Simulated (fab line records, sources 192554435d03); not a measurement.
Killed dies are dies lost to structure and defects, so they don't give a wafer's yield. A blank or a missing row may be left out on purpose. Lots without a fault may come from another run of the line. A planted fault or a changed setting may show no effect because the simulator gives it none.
Chamber matching | flow n5_finfet | N5_BEOL_M0_SAQP_ILD_DEP_01 on pecvd-04: 3 sister chambers
The step deposits SiOC from DEMS/O2, target thk 45.419 nm, time 8.7 s. 6 wafers are shown with their chamber, then 7 later ones without.

WAFERS WITH THEIR CHAMBER
wafer  | chamber | throttle_valve_pct (%) | showerhead_plenum_p_Torr (Torr)
L081.3 | 2       | 11.8                   | 5.692
L081.6 | 0       | 13.2                   | 5.682
L086.2 | 0       | 12.7                   | 5.699
L086.4 | 1       | 12.1                   | 5.682
L088.2 | 1       | 12.0                   | 5.689
L088.4 | 2       | 12.0                   | 5.672

WAFERS WITHOUT THEIR CHAMBER
wafer  | throttle_valve_pct (%) | showerhead_plenum_p_Torr (Torr)
L088.6 | 12.7                   | 5.685
L091.1 | 12.2                   | 5.675
L091.4 | 11.9                   | 5.697
L091.5 | 12.2                   | 5.680
L093.1 | 12.1                   | 5.685
L093.3 | 12.9                   | 5.697
L093.4 | 11.8                   | 5.680

WHICH CHAMBER EACH WENT THROUGH
wafer  | from the rows above     | in truth
L088.6 | can't be placed: 0 or 1 | 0
L091.1 | can't be placed: 1 or 2 | 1
L091.4 | can't be placed: 1 or 2 | 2
L091.5 | can't be placed: 1 or 2 | 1
L093.1 | can't be placed: 1 or 2 | 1
L093.3 | 0                       | 0
L093.4 | can't be placed: 2 or 1 | 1
Placed correctly: 1 of 7. Can't be placed from these rows: 6 (the true chamber is among the candidates in 6). Placed wrongly: 0.
How it was worked out, from the rows above alone: a wafer's distance from a chamber is the root of the sum, over the readings, of the square of ((its reading less the chamber's mean) divided by the reading's scatter). The wafer belongs to the nearest chamber; if the next one is less than 2 further off, it can't be placed. A chamber's mean is the mean of its shown wafers. The scatter: the root of (the sum of the squares of (reading less its chamber's mean) over the shown wafers, divided by (wafers less chambers)).
